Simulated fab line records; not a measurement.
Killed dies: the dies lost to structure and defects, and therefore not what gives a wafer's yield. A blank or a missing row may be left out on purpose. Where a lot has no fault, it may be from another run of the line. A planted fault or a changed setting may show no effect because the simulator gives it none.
fab line records ; flow nandHarc
record: lots: 5; wafers: 15; lastDay: 32
route steps=1302 shown P_GATE@155 END@1302
lots that met no fault: taken from a fault-free run of the same line
startH: hours from the record's first day to the start of the lot's first wafer shown ; waitH: how many hours have passed since the lot's step before this one ; " repeats the value in the row above ; L1.1+2: a single row standing in for several wafers ; - no value, or no start given ; * or withheld: withheld ; < > ~ a bound
route shown NAME@n: names a module that has steps shown in the file, with the first one's number in the route ; usual: average and standard deviation across the fault-free wafers ; same: alike in all rows ; chamber/n: place in a boat ; sites: each site's reading ; _std_site: standard deviation of those values ; _edge_site: the outer-site mean with the inner-site mean subtracted ; radiusMm: how far each site lies from the wafer's centre ; mask NAME#n: copy n ; behind: the tool/chamber that last shaped the wafer ; hold: cause of the lot's hold/its duration in hours/its outcome ; device: names the non-switching transistor (n, p or np) ; end of line: the same wafers' tests at the end of the route ; a step given without rows: its recipe and nothing more ; killed: dies that structure and defects cost at the first sort, which is not the same as the wafer's yield ; map: a wafer's dies, x killed, . not, _ none there
set.NAME: the setting the step ran with; set.NAME@STEP: the setting that earlier step ran with ; model.NAME: the simulator's own value behind a step, which no gauge read
lots seen at some steps along the route; tables by step, rows by wafer
services: when a tool's chamber went out of use (startH, in hours from the record's first day, below 0 if earlier), for how many hours, and the reason
== steps ==
step: NHARC_P_GATE_ALD_36
recipe: targetThkA: 200; pulseTimeS: 60; aldCycles: 223; tempC: 400; material: SiNx
usual: heaterPowerW: 821/99; precursorPulseHeightRel: 1.000/0.021
same: pulseTimeS: 60
lot.wafer;tool;chamber;startH;waitH;heaterPowerW;precursorPulseHeightRel;sinceWetCleanH
L286.3;aldSin-02;1;119.21;-;842;0.972;164
L286.1;aldSin-02;2;120.26;-;611;0.969;165
L286.5;aldSin-02;0;122.37;-;810;0.996;-
L288.1;aldSin-03;3;136.65;-;930;1.001;128
L288.5;aldSin-03;0;137.70;-;711;1.006;-
L288.6;aldSin-03;1;138.75;-;882;1.008;-
L292.3;aldSin-02;1;180.18;-;878;1.027;47
L292.2;aldSin-02;2;181.24;-;615;0.993;48
L292.5;aldSin-02;2;185.51;-;613;1.024;-
L304.3;aldSin-02;3;299.08;-;910;1.002;166
L304.2;aldSin-02;2;302.19;-;623;0.999;169
L304.6;aldSin-02;3;303.23;-;900;0.982;-
L305.2;aldSin-04;3;304.76;-;718;1.014;38
L305.6;aldSin-04;2;307.91;-;810;1.000;-
L305.5;aldSin-04;3;308.96;-;736;1.010;-
step: NHARC_P_GATE_ETCHBACK_37
recipe: targetDepthA: 345; timeS: 17.2; chf3FlowSccm: 50; o2FlowSccm: 10; arFlowSccm: 200; rfW: 500; biasW: 200; chemistry: CHF3/O2
usual: drypumpMotorCurrentA: 5.6/0.36; oesProductAu: 0.94/0.03; rfVppV: 371.2/2.1; showerheadPlenumPTorr: 2.44/0.085; throttleValvePct: 20.573/0.0089
lot.wafer;tool;chamber;startH;waitH;drypumpMotorCurrentA;oesProductAu;rfHoursCounterH;rfVppV;showerheadPlenumPTorr;throttleValvePct
L286.3;rieDiel-02;1;-;-;5.6;0.93;3.3;371.4;2.52;20.566
L286.1;rieDiel-02;2;-;-;6.0;0.93;3.8;372.7;2.46;20.590
L286.5;rieDiel-02;1;-;-;5.6;0.93;-;373.3;2.52;20.558
L288.1;rieDiel-02;3;-;-;5.6;0.95;3.3;369.2;2.29;20.575
L288.5;rieDiel-02;3;-;-;5.6;0.94;-;367.7;2.29;20.581
L288.6;rieDiel-02;0;-;-;5.1;0.96;-;370.0;2.37;20.573
L292.3;rieDiel-10;3;-;-;5.7;1.00;3.3;372.9;2.48;20.568
L292.2;rieDiel-10;2;-;-;5.5;0.99;3.8;374.9;2.56;20.563
L292.5;rieDiel-10;0;-;-;5.4;1.01;-;371.8;2.38;20.581
L304.3;rieDiel-02;0;-;-;5.1;0.93;5.9;368.6;2.37;20.579
L304.2;rieDiel-02;2;-;-;6.1;0.94;5.9;373.3;2.45;20.563
L304.6;rieDiel-02;1;-;-;5.6;0.94;-;373.2;2.51;20.573
L305.2;rieDiel-10;2;-;-;5.5;0.99;4.9;372.4;2.56;20.566
L305.5;rieDiel-10;1;-;-;6.0;1.01;-;368.6;2.39;20.567
L305.6;rieDiel-10;2;-;-;5.5;0.99;-;374.5;2.56;20.571
step: NHARC_P_GATE_STRIP_101
recipe: timeS: 20; o2FlowSccm: 500; arFlowSccm: 0; biasW: 0; chemistry: O2
usual: drypumpMotorCurrentA: 5.6/0.36; oesProductAu: 1.005/0.0093; rfVppV: 57.9/0.9; showerheadPlenumPTorr: 3.57/0.12; throttleValvePct: 17.038/0.0092
lot.wafer;tool;chamber;startH;waitH;drypumpMotorCurrentA;oesProductAu;rfHoursCounterH;rfVppV;showerheadPlenumPTorr;throttleValvePct
L286.3;rieDiel-02;2;126.71;0.1;6.1;1.017;3.8;58.7;3.61;17.039
L286.1;rieDiel-02;1;126.71;0.1;5.6;1.018;3.3;58.2;3.70;17.015
L286.5;rieDiel-02;2;126.71;0.1;6.1;1.017;-;57.7;3.61;17.046
L288.1;rieDiel-02;1;143.08;0.1;5.7;1.015;3.5;56.4;3.70;17.031
L288.5;rieDiel-02;2;143.08;0.1;6.1;1.014;-;59.4;3.61;17.037
L288.6;rieDiel-02;3;143.08;0.1;5.6;1.004;-;57.3;3.37;17.034
L292.3;rieDiel-10;1;189.85;0.1;6.0;1.012;4.2;57.7;3.51;17.038
L292.2;rieDiel-10;2;189.85;0.1;5.5;0.998;3.8;56.8;3.76;17.034
L292.5;rieDiel-10;2;189.85;0.1;5.5;0.996;-;57.8;3.76;17.058
L304.2;rieDiel-02;0;308.58;0.1;5.1;1.002;5.9;56.8;3.48;17.044
L304.3;rieDiel-02;3;308.58;0.1;5.6;0.999;5.7;58.0;3.36;17.035
L304.6;rieDiel-02;0;308.58;0.1;5.1;1.007;-;57.3;3.48;17.052
L305.2;rieDiel-10;1;313.28;0.1;6.0;1.004;3.7;58.6;3.51;17.040
L305.6;rieDiel-10;0;313.28;0.1;5.4;1.006;-;58.7;3.49;17.036
L305.5;rieDiel-10;1;313.28;0.1;6.0;1.003;-;58.1;3.51;17.033
step: NHARC_P_GATE_PRECLEAN_97
recipe: timeS: 600; tempC: 120; chemistry: SPM
step: NHARC_P_GATE_SRD_98
step: NHARC_P_GATE_PRECLEAN_99
recipe: timeS: *; tempC: 50; bathAgeMin: 0; chemistry: SC1
step: NHARC_P_GATE_SRD_100
step: NHARC_P_GATE_DEHYDRATE_38
recipe: tempC: 150; timeS: 120
step: NHARC_P_GATE_HMDS_39
recipe: timeS: 30
step: NHARC_P_GATE_COAT_40
recipe: spinRpm: 3000
step: NHARC_P_GATE_SOFTBAKE_41
recipe: tempC: 122; timeS: 95
step: NHARC_P_GATE_EBR_42
step: NHARC_P_GATE_EXPOSE_43
recipe: na: 0.6; targetCdNm: 720; doseMj: 14.81; maskId: P_NSD
lot.wafer;tool;chamber;startH;waitH;mask
L286.1+3+5;krfScanner-02;0;127.35;-;P_NSD#0
L288.1+5+6;krfScanner-04;0;143.71;-;P_NSD#0
L292.2+3+5;krfScanner-02;0;190.62;-;P_PSD#0
L304.2+3+6;krfScanner-04;0;309.35;-;P_NSD#0
L305.2+5+6;krfScanner-04;0;313.92;-;P_NSD#0
step: NHARC_P_GATE_PEB_44
recipe: pebTempC: 118; pebTimeS: 85
step: NHARC_P_GATE_DEVELOP_45
recipe: timeS: 70
step: NHARC_P_GATE_CD_MEAS_46
recipe: targetCdNm: 720; landingEnergyEv: 500
usual: cdNm: 719.7/1.7
lot.wafer;tool;chamber;startH;waitH;cdNm
L286.1;cdSem-02;0;127.51;-;717.6
L286.3;cdSem-02;0;127.51;-;717.0
L286.5;cdSem-02;0;127.51;-;721.4
L288.1;cdSem-03;0;143.87;-;721.3
L288.5;cdSem-03;0;143.87;-;720.7
L288.6;cdSem-03;0;143.87;-;721.4
L292.2;cdSem-02;0;190.77;-;-
L292.3;cdSem-02;0;190.77;-;-
L292.5;cdSem-02;0;190.77;-;-
L304.2;cdSem-01;0;309.50;-;721.4
L304.3;cdSem-01;0;309.50;-;718.0
L304.6;cdSem-01;0;309.50;-;719.0
L305.2;cdSem-01;0;314.07;-;722.1
L305.5;cdSem-01;0;314.07;-;718.9
L305.6;cdSem-01;0;314.07;-;723.7
step: NHARC_P_GATE_HARDBAKE_47
recipe: tempC: 125; timeS: 80
step: NHARC_END_SORT_01
recipe: tempC: 25
usual: killedAtArray: 55/20; killedAtOther: 1.2/1.3; killedAtPeriphery: 4.0/3; killedDies: 60/21; killedOpen: 3.2/1.9; killedShort: 2.5/1.6
same: grossDies: 677
lot.wafer;tool;chamber;startH;waitH;hold;killedAtArray;killedAtOther;killedAtPeriphery;killedDies;killedOpen;killedShort
L292.2;prober-01;0;631.51;2.8;awaitDispo/4.2h/scrap;50;0;627;677;0;2
L292.3;prober-01;0;632.31;3.1;awaitDispo/4.2h/scrap;62;3;612;677;6;4
L292.5;prober-01;0;633.92;3.7;awaitDispo/4.2h/scrap;59;2;616;677;2;2
L304.2;prober-01;0;754.58;2.8;-;50;0;2;52;4;7
L304.3;prober-01;0;755.38;3.1;-;61;1;3;65;6;4
L304.6;prober-01;0;757.78;4.0;-;63;0;1;64;6;2
killed by level:class
L292.2 P_GATE:areaExpose=622 A_CHANNEL_HOLE_D1:chamberFilmFlake=32 A_CHANNEL_HOLE_D2:chamberFilmFlake=11 A_CONTACT:chamberFilmFlake=3 P_GATE:chamberFilmFlake=2 A_SOURCE_PLATE:geometricParticle:short=1 A_CHANNEL_FILL_D1:geometricParticle:short=1 P_ZERO_WELL:chamberFilmFlake=1
L292.3 P_GATE:areaExpose=609 A_CHANNEL_HOLE_D1:chamberFilmFlake=34 A_CHANNEL_HOLE_D2:chamberFilmFlake=11 A_CONTACT:chamberFilmFlake=4 THIN_TSV:chamberFilmFlake=3 P_M0:geometricParticle:open=2 A_M0:geometricParticle:open=2 A_STAIRCASE:chamberFilmFlake=2
L292.5 P_GATE:areaExpose=610 A_CHANNEL_HOLE_D1:chamberFilmFlake=30 A_CHANNEL_HOLE_D2:chamberFilmFlake=9 A_WL_FILL:chamberFilmFlake=6 A_CONTACT:chamberFilmFlake=6 P_GATE:chamberFilmFlake=3 P_BONDPAD:chamberFilmFlake=2 A_CHANNEL_FILL_D1:chamberFilmFlake=2
L304.2 A_CHANNEL_HOLE_D2:chamberFilmFlake=18 A_SLIT:chamberFilmFlake=9 A_CHANNEL_HOLE_D1:chamberFilmFlake=6 A_CHANNEL_FILL_D2:chamberFilmFlake=4 A_ONON_D1:geometricParticle:short=2 A_CONTACT:chamberFilmFlake=2 P_CONTACT:geometricParticle:open=1 P_M0:geometricParticle:short=1
L304.3 A_CHANNEL_HOLE_D2:chamberFilmFlake=19 A_CHANNEL_HOLE_D1:chamberFilmFlake=18 A_SLIT:chamberFilmFlake=7 A_CONTACT:chamberFilmFlake=3 A_ONON_D2:geometricParticle:open=2 A_CHANNEL_FILL_D2:geometricParticle:open=2 A_CHANNEL_FILL_D2:chamberFilmFlake=2 P_CONTACT:geometricParticle:open=1
L304.6 A_CHANNEL_HOLE_D2:chamberFilmFlake=30 A_CONTACT:chamberFilmFlake=7 A_CHANNEL_HOLE_D1:chamberFilmFlake=6 A_SLIT:chamberFilmFlake=5 A_DECK1_JOINT:chamberFilmFlake=3 A_ONON_D2:geometricParticle:open=2 A_CHANNEL_HOLE_D1:geometricParticle:open=1 A_ONON_D2:geometricParticle:short=1
map L292.2 (x killed, . not)
____________x____________
_________xxxxxxx_________
_______xxxxxxxxxxx_______
______xxxxxxxxxxxxx______
_____xxxxxxxxxxxxxxx_____
____xxxxxxxxxxxxxxxxx____
____xxxxxxxxxxxxxxxxx____
___xxxxxxxxxxxxxxxxxxx___
___xxxxxxxxxxxxxxxxxxx___
__xxxxxxxxxxxxxxxxxxxxx__
__xxxxxxxxxxxxxxxxxxxxx__
_xxxxxxxxxxxxxxxxxxxxxxx_
_xxxxxxxxxxxxxxxxxxxxxxx_
_xxxxxxxxxxxxxxxxxxxxxxx_
_xxxxxxxxxxxxxxxxxxxxxxx_
_xxxxxxxxxxxxxxxxxxxxxxx_
xxxxxxxxxxxxxxxxxxxxxxxxx
xxxxxxxxxxxxxxxxxxxxxxxxx
xxxxxxxxxxxxxxxxxxxxxxxxx
xxxxxxxxxxxxxxxxxxxxxxxxx
xxxxxxxxxxxxxxxxxxxxxxxxx
_xxxxxxxxxxxxxxxxxxxxxxx_
_xxxxxxxxxxxxxxxxxxxxxxx_
_xxxxxxxxxxxxxxxxxxxxxxx_
_xxxxxxxxxxxxxxxxxxxxxxx_
_xxxxxxxxxxxxxxxxxxxxxxx_
__xxxxxxxxxxxxxxxxxxxxx__
__xxxxxxxxxxxxxxxxxxxxx__
___xxxxxxxxxxxxxxxxxxx___
___xxxxxxxxxxxxxxxxxxx___
____xxxxxxxxxxxxxxxxx____
____xxxxxxxxxxxxxxxxx____
_____xxxxxxxxxxxxxxx_____
______xxxxxxxxxxxxx______
_______xxxxxxxxxxx_______
_________xxxxxxx_________
____________x____________
map L286.1 (x killed, . not)
____________.____________
_________......._________
_______..........._______
______.............______
_____.x....x........_____
____.............x...____
____................x____
___..........x........___
___..........x.x......___
__.....................__
__....x.......xx......x__
_............x.........._
_...........x..........._
_...x.....x............._
_....x......x..........._
_.............x........._
............x...........x
.........................
.........x...............
...x.....................
.........................
_..x.......x............_
_.........x............._
_......................._
_..................x...._
_......................._
__.....................__
__.....................__
___...................___
___...................___
____.................____
____.....x...........____
_____...x....x.x.x.._____
______.............______
_______.........x._______
_________....x.x_________
____________.____________
== services ==
tool;chamber;startH;hours;kind
aldSin-03;-;97.48;0.7;repair
rieDiel-02;0;98.10;-;clean
rieDiel-02;1;98.10;-;clean
aldSin-02;1;103.43;2.1;repair
rieDiel-10;3;105.27;19.9;repair
krfScanner-02;-;119.82;0.5;repair
aldSin-02;-;132.26;0.8;repair
aldSin-03;-;147.98;1.1;repair
aldSin-04;0;151.31;1.5;repair
aldSin-04;0;153.36;20.3;repair
aldSin-03;3;158.31;3.6;repair
krfScanner-04;-;168.93;0.6;repair
krfScanner-04;-;182.02;4.0;pm
aldSin-03;-;186.54;0.7;repair
aldSin-04;2;194.06;3.5;repair
rieDiel-02;-;217.02;9.0;pm
aldSin-02;0;221.44;3.7;repair
rieDiel-10;1;227.91;13.4;repair
aldSin-04;0;228.14;4.7;repair
rieDiel-10;-;242.50;9.0;pm
krfScanner-02;-;249.60;0.6;repair
aldSin-04;-;258.55;10.0;pm
rieDiel-02;2;263.44;4.9;repair
krfScanner-02;-;266.50;4.0;pm
== key ==
firstSign: step: NHARC_P_GATE_EXPOSE_43; reading: mask; direction: changed
effect: step: NHARC_P_GATE_CD_MEAS_46; reading: cdNm; direction: missing
effect: step: NHARC_END_SORT_01; reading: killedAtPeriphery; direction: up; sigmas: 99+; usual: 4.0; struck: 618.3
moreKillsBornAt: NHARC_P_GATE_EXPOSE_43@krfScanner-02: 1841
metAt NHARC_P_GATE_EXPOSE_43
struckWafers L292.2,L292.3,L292.5
laterRowsLeftOut L292.2,L292.3,L292.5
testerLeftOut L292
onsetBetween 127.35 190.62
fault: kind: wrongMask; tool: any; chamber: -; onsetH: 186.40; steps: NHARC_P_GATE_EXPOSE_43; auxCopy: P_PSD#0; scope: struckLotsOnly
testerLeftOut: of these lots the tester's yield and bins aren't shown, on N5 and GAA mostly nor the transistor test; their killed dies are dies lost to structure and defects alone, not to doping, threshold or leakage, so they don't give the yield
laterRowsLeftOut: the simulator's readings of these wafers behind a module that went badly wrong aren't trusted and aren't shown, but for the sort
